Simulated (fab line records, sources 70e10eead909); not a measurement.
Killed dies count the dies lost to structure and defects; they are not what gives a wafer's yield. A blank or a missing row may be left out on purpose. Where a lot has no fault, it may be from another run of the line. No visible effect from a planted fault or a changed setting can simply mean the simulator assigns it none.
Which tool did it?	flow nand harc	27 wafers from 9 lots sampled at 6 of the route's 1302 steps

## WHAT EACH GAUGE READ, for each wafer
NHARC_END_WLT_00. Usual: VT_DECK1_BOTTOM 0.869, standard deviation 0.0072; VT_DECK1_BOTTOM_INNER 0.869, standard deviation 0.0074; VT_DECK1_MEDIAN_NEAR_BOTTOM 0.869, standard deviation 0.008; VT_DECK1_MEDIAN_NEAR_BOTTOM_INNER 0.870, standard deviation 0.0077; VT_DECK1_MIDDLE 0.883, standard deviation 0.0075; VT_DECK1_MIDDLE_INNER 0.883, standard deviation 0.0068; VT_DECK1_TOP 0.895, standard deviation 0.0068; VT_DECK1_TOP_INNER 0.895, standard deviation 0.007; VT_DECK2_BOTTOM 0.872, standard deviation 0.0064; VT_DECK2_BOTTOM_INNER 0.872, standard deviation 0.0056; VT_DECK2_MEDIAN_NEAR_BOTTOM 0.873, standard deviation 0.0067; VT_DECK2_MEDIAN_NEAR_BOTTOM_INNER 0.873, standard deviation 0.0064; VT_DECK2_MIDDLE 0.885, standard deviation 0.0054; VT_DECK2_MIDDLE_INNER 0.885, standard deviation 0.0059; VT_DECK2_TOP 0.897, standard deviation 0.0058; VT_DECK2_TOP_INNER 0.897, standard deviation 0.006.
lot	measured	on	VT_DECK1_BOTTOM	VT_DECK1_BOTTOM_INNER	VT_DECK1_MEDIAN_NEAR_BOTTOM	VT_DECK1_MEDIAN_NEAR_BOTTOM_INNER	VT_DECK1_MIDDLE	VT_DECK1_MIDDLE_INNER	VT_DECK1_TOP	VT_DECK1_TOP_INNER	VT_DECK2_BOTTOM	VT_DECK2_BOTTOM_INNER	VT_DECK2_MEDIAN_NEAR_BOTTOM	VT_DECK2_MEDIAN_NEAR_BOTTOM_INNER	VT_DECK2_MIDDLE	VT_DECK2_MIDDLE_INNER	VT_DECK2_TOP	VT_DECK2_TOP_INNER	flag
L258	day 26 11:36	prober-01	0.875 0.871 0.865	0.877 0.868 0.867	0.876 0.865 0.864	0.877 0.860 0.865	0.882 0.878 0.882	0.881 0.870 0.894	0.891 0.894 0.895	0.890 0.884 0.891	0.880 0.874 0.876	0.874 0.879 0.872	0.881 0.886 0.883	0.872 0.868 0.880	0.889 0.899 0.893	0.894 0.893 0.889	0.901 0.907 0.906	0.902 0.910 0.901	
L263	day 27 18:49	prober-02	0.863 0.866 0.864	0.865 0.864 0.872	0.871 0.853 0.862	0.868 0.862 0.873	0.872 0.885 0.881	0.877 0.878 0.877	0.885 0.889 0.889	0.894 0.892 0.896	0.868 0.866 0.862	0.869 0.874 0.862	0.867 0.869 0.868	0.864 0.863 0.865	0.876 0.879 0.873	0.881 0.880 0.881	0.891 0.890 0.894	0.896 0.904 0.892	
L262	day 27 11:04	prober-02	0.873 0.876 0.868	0.864 0.871 0.869	0.868 0.869 0.867	0.873 0.869 0.869	0.883 0.891 0.883	0.891 0.882 0.886	0.897 0.903 0.909	0.899 0.903 0.898	0.876 0.865 0.861	0.872 0.872 0.867	0.874 0.875 0.864	0.871 0.868 0.867	0.885 0.884 0.876	0.885 0.881 0.878	0.894 0.889 0.886	0.887 0.895 0.902	
L266	day 29 20:26	prober-02	0.870 0.860 0.868	0.865 0.865 0.868	0.856 0.867 0.863	0.863 0.864 0.868	0.883 0.879 0.882	0.881 0.876 0.868	0.889 0.899 0.888	0.899 0.894 0.890	0.881 0.867 0.876	0.875 0.881 0.877	0.877 0.884 0.891	0.872 0.884 0.878	0.884 0.884 0.889	0.885 0.887 0.884	0.905 0.903 0.897	0.905 0.903 0.904	
L268	day 29 11:08	prober-01	0.875 0.873 0.870	0.884 0.868 0.869	0.884 0.862 0.885	0.875 0.871 0.869	0.894 0.889 0.887	0.895 0.891 0.885	0.907 0.905 0.898	0.903 0.909 0.896	0.861 0.873 0.879	0.868 0.873 0.872	0.873 0.873 0.876	0.878 0.861 0.867	0.887 0.877 0.889	0.883 0.883 0.884	0.897 0.902 0.889	0.891 0.891 0.889	
L270	day 30 11:10	prober-01	0.925 0.921 0.923 0.922 0.915 0.924	0.915 0.928 0.918 0.923 0.924 0.919	0.925 0.927 0.922 0.920 0.922 0.927	0.924 0.924 0.919 0.928 0.925 0.925	0.938 0.937 0.943 0.938 0.952 0.945	0.941 0.945 0.940 0.947 0.946 0.941	0.969 0.966 0.972 0.962 0.964 0.968	0.952 0.957 0.966 0.968 0.962 0.960	0.876 0.875 0.873 0.876 0.872 0.869	0.881 0.877 0.872 0.880 0.878 0.874	0.880 0.878 0.877 0.888 0.875 0.871	0.873 0.884 0.873 0.881 0.875 0.870	0.882 0.887 0.887 0.889 0.893 0.895	0.892 0.890 0.884 0.887 0.883 0.895	0.901 0.905 0.893 0.902 0.893 0.896	0.896 0.896 0.902 0.908 0.900 0.903	OFF
L269	day 30 11:40	prober-02	0.929 0.934 0.945 0.928 0.931 0.944	0.924 0.936 0.932 0.923 0.928 0.930	0.935 0.933 0.950 0.931 0.940 0.941	0.921 0.934 0.934 0.925 0.934 0.939	0.948 0.955 0.954 0.949 0.951 0.950	0.956 0.952 0.949 0.947 0.955 0.953	0.968 0.965 0.971 0.969 0.963 0.975	0.967 0.973 0.971 0.960 0.969 0.979	0.865 0.871 0.867 0.872 0.866 0.872	0.867 0.871 0.871 0.867 0.876 0.862	0.866 0.883 0.878 0.863 0.873 0.870	0.864 0.872 0.869 0.867 0.877 0.875	0.884 0.892 0.883 0.886 0.889 0.881	0.890 0.881 0.885 0.884 0.892 0.883	0.895 0.900 0.897 0.896 0.893 0.904	0.901 0.904 0.886 0.890 0.905 0.899	OFF
L271	day 30 20:00	prober-01	0.928 0.933 0.932 0.921 0.934 0.943	0.937 0.930 0.939 0.926 0.931 0.936	0.930 0.933 0.930 0.941 0.933 0.932	0.934 0.936 0.932 0.941 0.924 0.935	0.954 0.959 0.955 0.948 0.946 0.950	0.947 0.958 0.950 0.945 0.952 0.950	0.957 0.956 0.968 0.958 0.959 0.965	0.957 0.966 0.956 0.963 0.963 0.959	0.863 0.880 0.857 0.866 0.885 0.870	0.859 0.867 0.866 0.863 0.874 0.870	0.868 0.871 0.871 0.866 0.883 0.875	0.870 0.871 0.873 0.867 0.873 0.871	0.881 0.883 0.887 0.882 0.890 0.886	0.879 0.880 0.877 0.882 0.887 0.892	0.896 0.902 0.893 0.897 0.895 0.892	0.895 0.893 0.891 0.900 0.893 0.894	OFF
L272	day 30 18:55	prober-02	0.858 0.881 0.882	0.869 0.870 0.872	0.870 0.872 0.875	0.870 0.876 0.871	0.877 0.883 0.881	0.890 0.889 0.883	0.888 0.904 0.896	0.891 0.897 0.893	0.871 0.870 0.864	0.872 0.872 0.864	0.872 0.873 0.857	0.871 0.874 0.871	0.878 0.882 0.879	0.881 0.879 0.878	0.890 0.898 0.887	0.893 0.896 0.886	

NHARC_END_SORT_01. Usual: killed at array 57, standard deviation 17; killed at other 0.5, standard deviation 0.82; killed at periphery 4.0, standard deviation 2.8; killed dies 61, standard deviation 18; killed open 2.9, standard deviation 2; killed short 2.3, standard deviation 1.7.
lot	measured	on	killed at array	killed at other	killed at periphery	killed dies	killed open	killed short	flag
L258	day 26 14:37	prober-01	64 65 66	1 0 0	4 4 5	69 69 71	2 6 1	1 3 2	
L263	day 27 21:50	prober-02	63 78 75	2 2 2	1 2 0	66 82 77	1 6 2	0 7 3	
L262	day 27 14:05	prober-02	52 57 46	1 0 0	2 2 3	55 59 49	6 4 4	1 0 1	
L266	day 30 00:00	prober-02	43 44 42	0 0 1	11 6 7	54 50 50	3 0 5	3 2 1	
L268	day 29 14:08	prober-01	26 23 16	2 1 0	8 7 7	36 31 23	2 2 0	3 3 2	
L270	day 31 01:57	prober-01	43 45 60	0 0 1	2 3 3	45 48 64	5 2 5	5 4 4	
L269	day 30 23:23	prober-02	31 37 47	0 0 0	4 1 4	35 38 51	5 1 0	3 0 3	
L271	day 31 13:14	prober-01	53 77 51	0 0 0	3 4 2	56 81 53	2 7 3	0 5 1	
L272	day 30 21:55	prober-02	75 87 98	0 0 0	9 8 4	84 95 102	5 1 0	1 1 0	

## EACH LOT AND THE TOOL THAT RAN IT (in order: tool; ch and the chambers of the sampled wafers; start)
lot	NHARC_A_CHANNEL_HOLE_D1_ETCH_44	NHARC_A_CHANNEL_HOLE_D1_STRIP_27	NHARC_A_CHANNEL_HOLE_D1_XSEM_31	NHARC_A_CHANNEL_FILL_D1_CVD_05
L258	rie diel-03 ch 0,2, day 10 03:01	rie diel-03 ch 1,2,3, day 10 03:54 or earlier	xsem-01 ch 0, day 10 03:54	lpcvd poly-03 ch 0, day 11 06:55
L263	rie diel-03 ch 1,2, day 12 02:17	rie diel-03 ch 0,1,3, day 12 03:10 or earlier	xsem-02 ch 0, day 12 03:10	lpcvd poly-03 ch 0, day 13 10:39
L262	rie diel-03 ch 0,1,2, day 12 02:56	rie diel-03 ch 0,2,3, day 12 03:49 or earlier	xsem-01 ch 0, day 12 03:49	lpcvd poly-03 ch 0, day 13 10:39
L266	rie diel-03 ch 1,2, day 13 13:01	rie diel-03 ch 1,2,3, day 13 13:53 or earlier	xsem-01 ch 0, day 13 13:53	lpcvd poly-03 ch 0, day 14 15:35
L268	rie diel-03 ch 0,1,2, day 14 03:34	rie diel-03 ch 1,2,3, day 14 04:28 or earlier	xsem-01 ch 0, day 14 04:28	lpcvd poly-03 ch 0, day 15 07:19
L270	rie diel-03 ch 0,1,2, day 14 17:17	rie diel-03 ch 1,2, day 14 18:19 or earlier	xsem-01 ch 0, day 14 18:19	lpcvd poly-03 ch 0, day 15 21:24
L269	rie diel-03 ch 1,2, day 14 19:37	rie diel-03 ch 0,1,2, day 14 20:38 or earlier	xsem-02 ch 0, day 14 20:38	lpcvd poly-03 ch 0, day 15 21:24
L271	rie diel-07 ch 0,3, day 15 12:10	rie diel-07 ch 0,3, day 15 13:03 or earlier	xsem-01 ch 0, day 15 13:03	lpcvd poly-03 ch 0, day 16 16:35
L272	rie diel-10 ch 0,1,3, day 15 17:43	rie diel-10 ch 0,1,3, day 15 18:44 or earlier	xsem-02 ch 0, day 15 18:44	lpcvd poly-01 ch 0, day 16 23:15
- NHARC_A_CHANNEL_HOLE_D1_ETCH_44: etches the open film in CF4/O2, target depth 140 nm, overetch 14 nm, time 77 s.
- NHARC_A_CHANNEL_HOLE_D1_STRIP_27: strips in O2.
- NHARC_A_CHANNEL_HOLE_D1_XSEM_31
- NHARC_A_CHANNEL_FILL_D1_CVD_05: deposits poly-Si, target thk 5 nm.

## WHAT THE TOOLS THEMSELVES READ (means of the sampled wafers that have a number; where no wafer has one, the mark that the record gives instead)
NHARC_A_CHANNEL_HOLE_D1_ETCH_44. Usual: drypump motor current A 5.8 A, standard deviation 0.37; oes_ar_750_au 1.000 a.u., standard deviation 0.0047; oes product au 1.005 a.u., standard deviation 0.01; rf vpp V 197.5 V, standard deviation 1.2; showerhead plenum p Torr 1.33 Torr, standard deviation 0.045; throttle valve pct 13.398 %, standard deviation 0.009.
lot	tool	drypump motor current A (A)	oes_ar_750_au (a.u.)	oes product au (a.u.)	rf vpp V (V)	showerhead plenum p Torr (Torr)	throttle valve pct (%)	flag
L258	rie diel-03	6.1	1.001	1.003	197.0	1.31	13.403	
L263	rie diel-03	6.2	1.003	1.006	196.7	1.29	13.395	
L262	rie diel-03	6.0	1.002	1.006	197.6	1.32	13.403	
L266	rie diel-03	6.2	1.002	1.006	196.5	1.29	13.408	
L268	rie diel-03	5.9	1.000	1.006	197.1	1.31	13.395	
L270	rie diel-03	6.0	0.996	0.998	196.9	1.31	13.395	
L269	rie diel-03	6.2	1.002	1.001	197.3	1.29	13.400	
L271	rie diel-07	5.8	1.004	0.990	195.4	1.26	13.399	
L272	rie diel-10	5.4	1.002	1.002	196.3	1.30	13.395	

NHARC_A_CHANNEL_HOLE_D1_STRIP_27. Usual: drypump motor current A 5.9 A, standard deviation 0.37; oes product au 1.004 a.u., standard deviation 0.011; rf vpp V 57.6 V, standard deviation 0.82; showerhead plenum p Torr 3.49 Torr, standard deviation 0.11; throttle valve pct 17.035 %, standard deviation 0.0094.
lot	tool	drypump motor current A (A)	oes product au (a.u.)	rf vpp V (V)	showerhead plenum p Torr (Torr)	throttle valve pct (%)	flag
L258	rie diel-03	6.1	1.014	58.3	3.49	17.036	
L263	rie diel-03	5.8	1.001	58.4	3.56	17.043	
L262	rie diel-03	5.9	1.017	56.7	3.54	17.032	
L266	rie diel-03	6.0	0.996	57.2	3.49	17.041	
L268	rie diel-03	6.1	0.998	57.3	3.48	17.042	
L270	rie diel-03	6.2	1.003	57.2	3.41	17.041	
L269	rie diel-03	6.0	0.993	57.6	3.47	17.036	
L271	rie diel-07	5.8	0.980	57.5	3.35	17.033	
L272	rie diel-10	5.4	1.004	57.9	3.45	17.027	

NHARC_A_CHANNEL_HOLE_D1_XSEM_31. Usual: bot cd nm 73.9 nm, standard deviation 1.6; bow nm 8.64 nm, standard deviation 0.2; tilt deg 0.08 degrees, standard deviation 0.039.
lot	tool	bot cd nm (nm)	bow nm (nm)	tilt deg (degrees)	flag
L258	xsem-01	75.2	8.77	0.09	
L263	xsem-02	74.0	8.73	0.13	
L262	xsem-01	74.0	8.62	0.11	
L266	xsem-01	72.8	8.50	0.03	
L268	xsem-01	73.8	8.84	0.08	
L270	xsem-01	71.7	8.86	0.07	
L269	xsem-02	73.8	8.73	0.05	
L271	xsem-01	74.9	8.69	0.13	
L272	xsem-02	74.9	8.46	0.03	

NHARC_A_CHANNEL_FILL_D1_CVD_05. Usual: spike tc bottom C 573.6 C, standard deviation 1.2; spike tc centre C 550.6 C, standard deviation 1.5; spike tc lower C 549.8 C, standard deviation 0.88; spike tc top C 568.6 C, standard deviation 1.4; spike tc upper C 549.3 C, standard deviation 1.
lot	tool	spike tc bottom C (C)	spike tc centre C (C)	spike tc lower C (C)	spike tc top C (C)	spike tc upper C (C)	flag
L258	lpcvd poly-03	574.1	550.8	550.1	567.6	549.1	
L263	lpcvd poly-03	573.2	550.1	549.9	568.0	548.7	
L262	lpcvd poly-03	575.3	549.5	549.4	568.2	550.3	
L266	lpcvd poly-03	574.3	550.4	549.4	569.1	549.9	
L268	lpcvd poly-03	573.5	550.1	549.2	567.9	549.3	
L270	lpcvd poly-03	584.5	559.2	560.6	578.1	560.0	OFF
L269	lpcvd poly-03	584.3	560.3	560.2	577.8	559.4	OFF
L271	lpcvd poly-03	585.0	560.6	560.8	578.3	559.9	OFF
L272	lpcvd poly-01	572.5	552.4	549.0	570.1	548.6	

## THE ANSWER, worked out from the rows above alone
Rule: lot off if the mean of its wafers having a number is beyond 3 standard deviations from the usual mean. A lot without any number at a reading at which 4 lots or more have one is off too. The other lots that the step has rows for count as sound. After the gauges, taken in route order, come the tools' own readings; for these a lot's mean is taken, as printed above. At the first step where some lot is off, the reading lying furthest off is the one used; lots without a number count as furthest.
Off: at NHARC_END_WLT_00 (VT_DECK1_TOP), L270, L269, L271.
A tool fits if, at a process step before that reading, it ran every lot that is off, and no sound lot after the first of them. The gauges at NHARC_END_WLT_00 aren't tried: what is off there is off at NHARC_A_CHANNEL_FILL_D1_CVD_05 too, on other tools, and a gauge's error can't cause that. NHARC_A_CHANNEL_HOLE_D1_STRIP_27 gives no start for some lots, so the hours and the order of its lots are those of NHARC_A_CHANNEL_HOLE_D1_XSEM_31. One fits: NHARC_A_CHANNEL_FILL_D1_CVD_05 on lpcvd poly-03. Its last sound lot is L268 (day 15 07:19), its first lot that is off L269 (day 15 21:24): a fault that began between those two fits.
The tool's own readings at NHARC_A_CHANNEL_FILL_D1_CVD_05 bear it out: on the lots that are off they differ by more than 5 times the standard deviation of the sound lots' means. spike tc bottom C reads 584.6 C there against 573.8 C on the sound lots; spike tc centre C reads 560.0 C there against 550.5 C on the sound lots; spike tc lower C reads 560.5 C there against 549.5 C on the sound lots; spike tc top C reads 578.1 C there against 568.5 C on the sound lots; spike tc upper C reads 559.8 C there against 549.3 C on the sound lots.

## WHAT THE SIMULATOR PUT IN
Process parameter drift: lpcvd poly-03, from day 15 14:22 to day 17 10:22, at NHARC_A_CHANNEL_FILL_D1_CVD_05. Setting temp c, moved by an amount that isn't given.
Struck lots among those shown: L270, L269, L271. The same result came from the rule above.
